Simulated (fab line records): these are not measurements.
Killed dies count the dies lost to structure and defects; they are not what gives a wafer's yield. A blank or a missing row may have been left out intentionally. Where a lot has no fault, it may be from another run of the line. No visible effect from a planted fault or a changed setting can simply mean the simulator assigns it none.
fab line records + flow n5-finfet
record
- lots=4
- wafers=12
- last-day=17
route steps=1938 shown BEOL_M6@1210
lots untouched by any fault: they come from a run of this same line in which no faults occurred
start-h: hours from the record's opening day to when the first of the lot's shown wafers began + wait-h: hours from the lot's prior step to this one + " unchanged from the row above + L1.1+2: a single row standing in for several wafers + - no value, or no start was given + * or withheld: withheld + < > ~ a bound
route shown NAME@n: names a module that has steps shown in the file, with the first one's number in the route + usual: the fault-free wafers' mean and standard deviation + same: alike in all rows + chamber/n: place in a boat + sites: each site's reading + _std_site: the values' standard deviation + _edge_site: outer sites' mean less inner sites' + radius-mm: how far each site lies from the wafer's centre + mask NAME#n: copy n + behind: tool/chamber where the wafer was last shaped + hold: cause of the lot's hold/its duration in hours/its outcome + device: the transistor (n, p or np) that didn't switch + end of line: tests of these same wafers at the route's end + step lacking rows: just its recipe + killed: dies lost to structure and defects at the first sort, not the wafer's yield + map: a wafer's dies, marking killed ones x, the rest . and places with no die _
set.NAME: the setting as run; set.NAME@STEP: as run at that earlier step + model.NAME: the simulator's own value behind a step, which no gauge read
lots seen at some steps along the route; tables by step, rows by wafer
services: a tool's chamber out of use, with start hour (start-h, from the record's first day; less than 0 if before it), hours out, and reason
## steps
# step N5_BEOL_M6_DESCUM_16
# recipe
- chemistry=O2
- time-s=7.9
- source-power-w=50
- bias-power-w=20
- pressure-mtorr=20
- rf-frequency-hz=2.712e+07
- temp-c=40
- resist=CAR-ArF
- o2-flow-sccm=225
# step N5_BEOL_M6_ETCH_61
# recipe
- chemistry=CF4
- target=SiARC
- target-depth-a=455
- mask-material=CAR-ArF
- time-s=75.8
- ion-energy-ev=80
- pressure-mtorr=40
- source-w=545
- bias-w=36
- Ar_flow_sccm=100
- cf4-flow-sccm=100
- ends=cleared
# step N5_BEOL_M6_ETCH_62
# recipe
- chemistry=N2/H2
- target=SOC
- target-depth-a=1100
- overetch-a=220
- mask-material=SiARC
- temp-c=40
- time-s=165
- ion-energy-ev=200
- pressure-mtorr=30
- source-w=840
- bias-w=150
- n2-flow-sccm=200
- h2-flow-sccm=200
# step N5_BEOL_M6_STRIP_68
# recipe
- chemistry=N2/H2
- temp-c=40
- n2-flow-sccm=200
- h2-flow-sccm=200
- rf-frequency-hz=6e+07
# step N5_BEOL_M6_STRIP_67
# recipe
- chemistry=CF4
- resist=SiARC
- power-w=300
- bias-power-w=75
- pressure-mtorr=50
- cf4-flow-sccm=150
- rf-frequency-hz=6e+07
# step N5_BEOL_M6_HM_OPEN_17
# recipe
- chemistry=Cl2/BCl3
- target-depth-a=200
- overetch-a=60
- target=TiN
- mask-material=SOC
- ion-energy-ev=150
- pressure-mtorr=10
- icp-w=1000
- bias-w=126
- Cl2_flow_sccm=53.25
- bcl3-flow-sccm=21.75
- Ar_flow_sccm=25
# step N5_BEOL_M6_STRIP_19
# recipe
- chemistry=O2
- power-w=400
- temp-c=40
- pressure-mtorr=30
- rf-frequency-hz=6e+07
- bias-power-w=0
- overash-fraction=0.2
- o2-flow-sccm=225
# step N5_BEOL_M6_COAT_63
# recipe
- resist=SOC
- temp-c=250
- time-s=60
- spin-rpm=1500
- resist-thk-nm=60
# step N5_BEOL_M6_COAT_64
# recipe
- resist=SiARC
- temp-c=220
- time-s=60
- spin-rpm=1500
- resist-thk-nm=12
# usual
- spin-speed-rpm=1500.1/1.1
| lot.wafer | tool           | chamber | start-h | wait-h | spin-speed-rpm | model.SiARC_of_BEOL_M6_COAT_64.thk-nm |
|-----------|----------------|---------|---------|--------|----------------|---------------------------------------|
| L790.1    | litho-track-02 | 0       | 253.16  | -      | 1499.6         | 12                                    |
| L790.4    | "              | 0       | "       | "      | 1499.5         | 12                                    |
| L790.5    | "              | 0       | "       | "      | 1499.2         | 12                                    |
| L798.2    | litho-track-02 | 0       | 294.57  | -      | 1725.1         | 11.2                                  |
| L798.5    | "              | 0       | "       | "      | 1724.5         | 11.2                                  |
| L798.6    | "              | 0       | "       | "      | 1727.1         | 11.2                                  |
| L801.2    | litho-track-02 | 0       | 314.12  | -      | 1724.9         | 11.2                                  |
| L801.3    | "              | 0       | "       | "      | 1724.2         | 11.2                                  |
| L801.6    | "              | 0       | "       | "      | 1724.8         | 11.2                                  |
| L802.1    | litho-track-01 | 0       | 331.27  | -      | 1500.6         | 12                                    |
| L802.3    | "              | 0       | "       | "      | 1498.0         | 12                                    |
| L802.6    | "              | 0       | "       | "      | 1498.2         | 12                                    |
# step N5_BEOL_M6_COAT_71
# recipe
- resist=underlayer
- temp-c=205
- time-s=60
- spin-rpm=1500
- resist-thk-nm=5
# step N5_BEOL_M6_COAT_22
# recipe
- resist=CAR-EUV
- spin-rpm=1500
- resist-thk-nm=30
# step N5_BEOL_M6_EBR_24
# recipe
- solvent=PGMEA
- ebr-width-mm=1.5
# step N5_BEOL_M6_SOFTBAKE_23
# recipe
- temp-c=110
- time-s=60
- resist=CAR-EUV
# step N5_BEOL_M6_EXPOSE_25
# recipe
- mask-id=V5
- na=0.33
- source-shape=annular
- sigma-inner=0.4
- sigma-outer=0.8
- polarization=unpolarized
- target-cd-nm=40
- dose-mj=45
# step N5_BEOL_M6_PEB_26
# recipe
- peb-temp-c=100
- peb-time-s=60
- resist=CAR-EUV
# step N5_BEOL_M6_DEVELOP_27
# recipe
- develop-time-s=30
- developer=TMAH
- resist=CAR-EUV
- rinse-liquid=surfactant-rinse
- dry=air-spin
- dev-temp-c=23
# step N5_BEOL_M6_DESCUM_33
# recipe
- chemistry=O2
- time-s=7
- source-power-w=50
- bias-power-w=20
- pressure-mtorr=20
- rf-frequency-hz=2.712e+07
- temp-c=40
- resist=CAR-EUV
- o2-flow-sccm=225
# step N5_BEOL_M6_ETCH_72
# recipe
- chemistry=N2/H2
- target=underlayer
- target-depth-a=65
- mask-material=CAR-EUV
- time-s=5.2
- ion-energy-ev=200
- pressure-mtorr=30
- source-w=840
- bias-w=150
- n2-flow-sccm=200
- h2-flow-sccm=200
- ends=cleared
# step N5_BEOL_M6_ETCH_65
# recipe
- chemistry=CF4
- target=SiARC
- target-depth-a=156
- mask-material=CAR-EUV
- time-s=26
- ion-energy-ev=80
- pressure-mtorr=40
- source-w=545
- bias-w=36
- Ar_flow_sccm=100
- cf4-flow-sccm=100
- ends=cleared
# usual
- drypump-motor-current-A=5.6/0.5
- etch-rf-on-time-s=25.7/0.69
- oes-product-au=0.69/0.067
- rf-vpp-V=183.9/1.1
- showerhead-plenum-p-Torr=2.13/0.072
- throttle-valve-pct=15.62/0.22
| lot.wafer | tool        | chamber | start-h | wait-h | drypump-motor-current-A | etch-rf-on-time-s | oes-product-au | rf-hours-counter-h | rf-vpp-V | showerhead-plenum-p-Torr | throttle-valve-pct | model.etch.depth-nm |
|-----------|-------------|---------|---------|--------|-------------------------|-------------------|----------------|--------------------|----------|--------------------------|--------------------|---------------------|
| L790.1    | rie-diel-01 | 0       | 253.60  | 0.0    | 4.7                     | 26.3              | 0.60           | 232                | 184.3    | 2.10                     | 15.60              | 11.96               |
| L790.4    | "           | 2       | "       | "      | 6.2                     | 26.1              | 0.76           | -                  | 184.6    | 2.19                     | 15.48              | 11.96               |
| L790.5    | "           | 1       | "       | "      | 5.0                     | 26.1              | 0.60           | -                  | 182.3    | 2.04                     | 16.04              | 12                  |
| L798.2    | rie-diel-02 | 1       | 295.34  | 0.0    | 6.3                     | 24.0              | 0.63           | 195                | 183.8    | 2.06                     | 15.59              | 11.22               |
| L798.5    | "           | 1       | "       | "      | 6.3                     | 24.2              | 0.63           | -                  | 182.7    | 2.06                     | 15.59              | 11.17               |
| L798.6    | "           | 0       | "       | "      | 5.5                     | 23.6              | 0.72           | -                  | 186.5    | 2.26                     | 15.58              | 11.17               |
| L801.2    | rie-diel-01 | 3       | 314.96  | 0.0    | 5.4                     | 24.7              | 0.70           | 76                 | 183.7    | 2.08                     | 15.45              | 11.2                |
| L801.3    | "           | 2       | "       | "      | 6.2                     | 24.6              | 0.72           | 56                 | 184.1    | 2.18                     | 15.54              | 11.16               |
| L801.6    | "           | 1       | "       | "      | 5.0                     | 24.5              | 0.59           | -                  | 182.6    | 2.03                     | 16.09              | 11.17               |
| L802.1    | rie-diel-02 | 2       | 331.71  | 0.0    | 5.8                     | 25.3              | 0.70           | 75                 | 184.5    | 2.18                     | 15.58              | 12.02               |
| L802.3    | "           | 3       | "       | "      | 6.1                     | 25.3              | 0.75           | 58                 | 183.7    | 2.09                     | 15.62              | 12.08               |
| L802.6    | "           | 3       | "       | "      | 6.1                     | 25.6              | 0.74           | -                  | 184.1    | 2.09                     | 15.61              | 12.04               |
# step N5_BEOL_M6_ETCH_66
# recipe
- chemistry=N2/H2
- target=SOC
- target-depth-a=800
- overetch-a=160
- mask-material=SiARC
- temp-c=40
- time-s=120
- ion-energy-ev=200
- pressure-mtorr=30
- source-w=840
- bias-w=150
- n2-flow-sccm=200
- h2-flow-sccm=200
# usual
- drypump-motor-current-A=5.6/0.49
- oes-product-au=0.61/0.056
- rf-vpp-V=523.6/2.6
- showerhead-plenum-p-Torr=2.53/0.089
- throttle-valve-pct=17.8/0.31
| lot.wafer | tool        | chamber | start-h | wait-h | drypump-motor-current-A | oes-product-au | rf-hours-counter-h | rf-vpp-V | showerhead-plenum-p-Torr | throttle-valve-pct | model.SiARC_of_BEOL_M6_COAT_64.thk-nm |
|-----------|-------------|---------|---------|--------|-------------------------|----------------|--------------------|----------|--------------------------|--------------------|---------------------------------------|
| L790.1    | rie-diel-01 | 0       | 253.63  | 0.0    | 4.7                     | 0.55           | 232                | 523.3    | 2.52                     | 17.8               | 6.6                                   |
| L790.4    | "           | 2       | "       | "      | 6.2                     | 0.68           | -                  | 525.5    | 2.58                     | 17.7               | 6.4                                   |
| L790.5    | "           | 1       | "       | "      | 5.0                     | 0.54           | -                  | 520.1    | 2.43                     | 18.4               | 6.4                                   |
| L798.2    | rie-diel-02 | 1       | 295.37  | 0.0    | 6.3                     | 0.56           | 195                | 522.1    | 2.43                     | 17.7               | 5.8                                   |
| L798.5    | "           | 1       | "       | "      | 6.3                     | 0.56           | -                  | 519.3    | 2.43                     | 17.7               | 5.8                                   |
| L798.6    | "           | 0       | "       | "      | 5.5                     | 0.63           | -                  | 528.5    | 2.68                     | 17.8               | 5.6                                   |
| L801.2    | rie-diel-01 | 3       | 314.99  | 0.0    | 5.3                     | 0.64           | 76                 | 521.3    | 2.44                     | 17.7               | 5.6                                   |
| L801.3    | "           | 2       | "       | "      | 6.2                     | 0.66           | 56                 | 524.8    | 2.57                     | 17.7               | 5.8                                   |
| L801.6    | "           | 1       | "       | "      | 5.0                     | 0.53           | -                  | 520.4    | 2.42                     | 18.5               | 5.6                                   |
| L802.1    | rie-diel-02 | 2       | 331.74  | 0.0    | 5.8                     | 0.62           | 75                 | 523.3    | 2.59                     | 17.9               | 6.2                                   |
| L802.3    | "           | 3       | "       | "      | 6.1                     | 0.66           | 58                 | 521.1    | 2.46                     | 17.7               | 6.4                                   |
| L802.6    | "           | 3       | "       | "      | 6.1                     | 0.66           | -                  | 521.7    | 2.46                     | 17.7               | 6.4                                   |
# step N5_BEOL_M6_STRIP_69
# recipe
- chemistry=N2/H2
- temp-c=40
- n2-flow-sccm=200
- h2-flow-sccm=200
- rf-frequency-hz=6e+07
## services
| tool           | chamber | start-h | hours | kind                          |
|----------------|---------|---------|-------|-------------------------------|
| rie-diel-02    | 2       | 235.45  | 2.4   | repair                        |
| rie-diel-01    | 3       | 246.14  | 18.9  | repair                        |
| rie-diel-01    | 2       | 299.37  | 5.1   | repair                        |
| rie-diel-01    | 0       | 304.44  | -     | clean                         |
| rie-diel-01    | 0       | 304.44  | -     | consumable-replace:focus-ring |
| rie-diel-01    | 0       | 304.44  | 18.2  | scheduled-down                |
| rie-diel-01    | 0       | 304.44  | 18.2  | vent-cycle                    |
| litho-track-01 | -       | 311.30  | -     | consumable-replace:filter     |
| rie-diel-01    | -       | 311.59  | 0.2   | repair                        |
## key
first-sign
- step=N5_BEOL_M6_COAT_64
- reading=spin-speed-rpm
- direction=up
- sigmas=99+
- usual=*
- struck=*
effect none on later readings
model-effect
- step=N5_BEOL_M6_COAT_64
- value=SiARC_of_BEOL_M6_COAT_64.thk-nm
- without=12
- struck=11.2
model-effect
- step=N5_BEOL_M6_ETCH_65
- value=etch.depth-nm
- without=11.99
- struck=11.18
model-effect
- step=N5_BEOL_M6_ETCH_66
- value=SiARC_of_BEOL_M6_COAT_64.thk-nm
- without=6.5
- struck=5.7
met-at N5_BEOL_M6_COAT_64
struck-wafers L798.2,L798.5,L798.6,L801.2,L801.3,L801.6
onset-between 253.16 294.57
fault
- kind=process-parameter-drift
- tool=litho-track-02
- chamber=-
- onset-h=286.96
- steps=N5_BEOL_M6_COAT_64
- channel=spin-rpm
- offset=*
- shape=step
- end-h=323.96
- acts-in=*
- stated=*
